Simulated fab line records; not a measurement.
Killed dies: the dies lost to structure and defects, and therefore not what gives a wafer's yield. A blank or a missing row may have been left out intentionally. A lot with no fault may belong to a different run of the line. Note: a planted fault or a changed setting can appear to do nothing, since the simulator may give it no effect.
Which of the tools did it? | flow n5 finfet | 9 lots, 26 wafers sampled, at 7 steps of a route of 1938

WHAT THE GAUGES SHOWED, per wafer
N5_BEOL_M10_OVL_MEAS_12. Usual: for M10_OVL the level is -0.3 nm and the standard deviation is 0.69.
lot  | measured     | on         | M10_OVL (nm)   | flag
L553 | day 9 07:35  | overlay-01 | 0.8 -0.4 -0.3  |
L556 | day 10 06:57 | overlay-02 | -1.8 -0.8 -0.7 |
L561 | day 12 00:17 | overlay-01 | 0.3 0.0 -1.2   |
L562 | day 12 02:20 | overlay-01 | -0.4 -0.1      |
L565 | day 13 09:37 | overlay-02 | -0.8 -0.5 0.4  |
L566 | day 13 10:17 | overlay-02 | -0.1 -0.1 0.3  |
L567 | day 13 17:05 | overlay-01 | 0.4 0.8 -0.5   |
L575 | day 15 21:33 | overlay-01 | 0.1 -0.1 0.0   |
L576 | day 16 04:55 | overlay-02 | -1.7 -0.2 0.4  |

N5_BEOL_M10_OCD_MEAS_38. Usual: 148.4 nm for trench depth nm, sd 1.8.
lot  | measured     | on     | trench depth nm (nm) | flag
L553 | day 9 11:59  | ocd-02 | 149.3 150.9 150.5    |
L556 | day 10 09:06 | ocd-02 | 148.1 146.3 147.0    |
L561 | day 12 02:04 | ocd-02 | 145.1 149.4 152.2    |
L562 | day 12 04:41 | ocd-02 | 146.1 148.1          |
L565 | day 13 12:14 | ocd-02 | 151.0 150.7 178.2    | OFF
L566 | day 13 12:42 | ocd-02 | 149.1 150.0 146.6    |
L567 | day 13 19:10 | ocd-01 | 145.8 150.4 178.7    | OFF
L575 | day 16 00:08 | ocd-01 | 148.5 147.6 149.0    |
L576 | day 16 06:29 | ocd-01 | 148.0 146.3 147.7    |

N5_BEOL_M10_THK_MEAS_53: measures by xrf. Usual: for M10_THK the level is 135.4 nm and the standard deviation is 2.1.
lot  | measured     | on            | M10_THK (nm)      | flag
L553 | day 9 14:38  | film metro-01 | 134.7 137.9 138.8 |
L556 | day 10 11:29 | film metro-02 | 135.8 133.6 132.7 |
L561 | day 12 05:44 | film metro-01 | 130.9 136.7 139.2 |
L562 | day 12 07:25 | film metro-02 | 131.5 134.1       |
L565 | day 13 14:17 | film metro-01 | 138.7 137.3 165.1 | OFF
L566 | day 13 15:54 | film metro-01 | 138.9 136.3 133.3 |
L567 | day 13 21:41 | film metro-01 | 131.2 135.5 163.9 | OFF
L575 | day 16 03:19 | film metro-01 | 133.6 132.9 136.2 |
L576 | day 16 09:02 | film metro-01 | 135.2 133.7 135.3 |

N5_BEOL_M10_RS_MEAS_57: uses a four-point probe to measure. Usual: for M10_RS the level is 0.1513 ohm/sq and the standard deviation is 0.0026.
lot  | measured     | on            | M10_RS (ohm/sq)      | flag
L553 | day 9 14:46  | film metro-02 | 0.1523 0.1478 0.1469 |
L556 | day 10 11:40 | film metro-01 | 0.1505 0.1530 0.1535 |
L561 | day 12 05:52 | film metro-02 | 0.1569 0.1502 0.1467 |
L562 | day 12 07:33 | film metro-02 | 0.1560 0.1524        |
L565 | day 13 14:25 | film metro-01 | 0.1469 0.1483 0.1218 | OFF
L566 | day 13 16:02 | film metro-01 | 0.1477 0.1508 0.1543 |
L567 | day 13 21:49 | film metro-01 | 0.1557 0.1506 0.1222 | OFF
L575 | day 16 03:26 | film metro-02 | 0.1520 0.1532 0.1484 |
L576 | day 16 09:10 | film metro-02 | 0.1517 0.1536 0.1513 |

WHICH TOOL RAN EACH LOT (tool, then ch and the chambers of the sampled wafers, then the start)
lot  | N5_BEOL_M10_HM_OPEN_17            | N5_BEOL_M10_TRENCH_ETCH_37         | N5_BEOL_M10_DEGAS_44
L553 | rie metal-01 ch 0,1, day 9 07:57  | rie diel-02 ch 0,1,2, day 9 11:49  | pvd sputter-01, day 9 12:45
L556 | rie metal-03 ch 1, day 10 07:17   | rie diel-01 ch 2,3, day 10 08:55   | pvd sputter-01, day 10 09:55
L561 | rie metal-02 ch 0, day 12 00:37   | rie diel-06 ch 0,1,2, day 12 01:53 | pvd sputter-03, day 12 04:16
L562 | rie metal-02 ch 0, day 12 03:06   | rie diel-06 ch 1,3, day 12 04:29   | pvd sputter-01, day 12 05:22
L565 | rie metal-02 ch 0,1, day 13 10:10 | rie diel-06 ch 0,2,3, day 13 12:03 | pvd sputter-03, day 13 12:49
L566 | rie metal-02 ch 0,1, day 13 10:40 | rie diel-02 ch 0,1, day 13 12:31   | pvd sputter-02, day 13 13:30
L567 | rie metal-01 ch 0,1, day 13 17:39 | rie diel-06 ch 0,1,3, day 13 18:59 | pvd sputter-03, day 13 19:51
L575 | rie metal-01 ch 0,1, day 15 21:53 | rie diel-02 ch 2,3, day 15 23:57   | pvd sputter-02, day 16 00:58
L576 | rie metal-03 ch 0,1, day 16 05:15 | rie diel-02 ch 1,2,3, day 16 06:18 | pvd sputter-02, day 16 07:30
- N5_BEOL_M10_HM_OPEN_17: chemistry Cl2/BCl3, target TiN, target depth 20 nm, overetch 6 nm.
- N5_BEOL_M10_TRENCH_ETCH_37: etches SiCOH lowk in C4F6/O2, target depth 148.83 nm, time 48 s.
- N5_BEOL_M10_DEGAS_44: time 60 s.

WHAT THE TOOLS THEMSELVES READ (means of the sampled wafers that have a number; where no wafer has one, the mark that the record gives instead)
N5_BEOL_M10_HM_OPEN_17. Usual: drypump motor current A 5.58 A, standard deviation 0.18; oes product au 0.66 a.u., standard deviation 0.092; throttle valve pct 22.16 %, standard deviation 0.14.
lot  | tool         | drypump motor current A (A) | oes product au (a.u.) | throttle valve pct (%) | flag
L553 | rie metal-01 | 5.55                        | 0.62                  | 22.04                  |
L556 | rie metal-03 | 5.59                        | 0.52                  | 22.30                  |
L561 | rie metal-02 | 5.86                        | 0.73                  | 22.30                  |
L562 | rie metal-02 | 5.83                        | 0.73                  | 22.30                  |
L565 | rie metal-02 | 5.79                        | 0.75                  | 22.19                  |
L566 | rie metal-02 | 5.80                        | 0.74                  | 22.20                  |
L567 | rie metal-01 | 5.46                        | 0.63                  | 22.08                  |
L575 | rie metal-01 | 5.54                        | 0.58                  | 22.11                  |
L576 | rie metal-03 | 5.57                        | 0.78                  | 22.20                  |

N5_BEOL_M10_TRENCH_ETCH_37. Usual: C4F6_flow_sccm 10.00 sccm, standard deviation 0.03; drypump motor current A 5.6 A, standard deviation 0.52; oes_ar_750_au 0.81 a.u., standard deviation 0.051; oes_f_703_au 0.82 a.u., standard deviation 0.052; oes_o_777_au 0.82 a.u., standard deviation 0.05; oes product au 0.81 a.u., standard deviation 0.054; rf fwd power W 341.5 W, standard deviation 1.4; rf vpp V 664 V, standard deviation 7; showerhead plenum p Torr 2.87 Torr, standard deviation 0.11; throttle valve pct 20.85 %, standard deviation 0.14.
lot  | tool        | C4F6_flow_sccm (sccm) | drypump motor current A (A) | oes_ar_750_au (a.u.) | oes_f_703_au (a.u.) | oes_o_777_au (a.u.) | oes product au (a.u.) | rf fwd power W (W) | rf vpp V (V) | showerhead plenum p Torr (Torr) | throttle valve pct (%) | flag
L553 | rie diel-02 | 10.00                 | 5.7                         | 0.83                 | 0.85                | 0.84                | 0.82                  | 339.7              | 658          | 2.91                            | 20.68                  |
L556 | rie diel-01 | 9.98                  | 5.9                         | 0.85                 | 0.85                | 0.86                | 0.85                  | 340.2              | 665          | 2.77                            | 20.83                  |
L561 | rie diel-06 | 9.98                  | 5.8                         | 0.82                 | 0.82                | 0.83                | 0.82                  | 342.3              | 670          | 2.91                            | 20.97                  |
L562 | rie diel-06 | 10.02                 | 6.0                         | 0.80                 | 0.80                | 0.80                | 0.79                  | 342.8              | 672          | 2.85                            | 20.91                  |
L565 | rie diel-06 | 10.00                 | 5.3                         | 0.91                 | 1.04                | 1.01                | 0.86                  | 412.0              | 627          | 2.99                            | 20.96                  | OFF
L566 | rie diel-02 | 9.95                  | 5.7                         | 0.80                 | 0.81                | 0.81                | 0.80                  | 340.3              | 659          | 2.86                            | 20.67                  |
L567 | rie diel-06 | 9.98                  | 5.7                         | 0.88                 | 1.01                | 0.97                | 0.83                  | 411.1              | 626          | 2.89                            | 20.93                  | OFF
L575 | rie diel-02 | 10.01                 | 5.1                         | 0.76                 | 0.77                | 0.77                | 0.76                  | 340.8              | 660          | 2.80                            | 20.96                  |
L576 | rie diel-02 | 9.98                  | 5.4                         | 0.76                 | 0.78                | 0.78                | 0.76                  | 340.0              | 659          | 2.84                            | 20.85                  |

N5_BEOL_M10_DEGAS_44. Usual: 327 W for heater power w, sd 28.
lot  | tool           | heater power w (W) | flag
L553 | pvd sputter-01 | 358                |
L556 | pvd sputter-01 | 326                |
L561 | pvd sputter-03 | 319                |
L562 | pvd sputter-01 | 348                |
L565 | pvd sputter-03 | 298                |
L566 | pvd sputter-02 | 334                |
L567 | pvd sputter-03 | 292                |
L575 | pvd sputter-02 | 334                |
L576 | pvd sputter-02 | 329                |

THE ANSWER, worked out from the rows above alone
Rule: a lot counts as off when the mean over its wafers that have a number is more than 3 standard deviations away from the usual mean. Also off: a lot with no number at a reading for which 4 or more lots have one. The other lots that the step has rows for count as sound. After the gauges, taken in route order, come the tools' own readings; for these a lot's mean is taken, as printed above. At the first step where some lot is off, the reading lying furthest off is the one used; lots without a number count as furthest.
Off, at N5_BEOL_M10_OCD_MEAS_38 on trench depth nm: L565, L567.
A tool fits if, at a process step before that reading, it ran every lot that is off, and no sound lot after the first of them. The gauges at N5_BEOL_M10_OCD_MEAS_38 aren't tried: what is off there is off at N5_BEOL_M10_THK_MEAS_53 too, on other tools, and a gauge's error can't cause that. One fits: rie diel-06 at N5_BEOL_M10_TRENCH_ETCH_37. Its last sound lot is L562 (day 12 04:29), its first lot that is off L565 (day 13 12:03): a fault that began between those two fits.
The tool's own readings at N5_BEOL_M10_TRENCH_ETCH_37 bear it out: on the lots that are off they differ by more than 5 times the standard deviation of the sound lots' means. oes_f_703_au reads 1.02 a.u. there against 0.81 a.u. on the sound lots; oes_o_777_au reads 0.99 a.u. there against 0.81 a.u. on the sound lots; rf fwd power W reads 411.6 W there against 340.9 W on the sound lots; rf vpp V reads 626 V there against 663 V on the sound lots.

WHAT WAS PUT IN BY THE SIMULATOR
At N5_BEOL_M10_TRENCH_ETCH_37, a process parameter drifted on rie diel-06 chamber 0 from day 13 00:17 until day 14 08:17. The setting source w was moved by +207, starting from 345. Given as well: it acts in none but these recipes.
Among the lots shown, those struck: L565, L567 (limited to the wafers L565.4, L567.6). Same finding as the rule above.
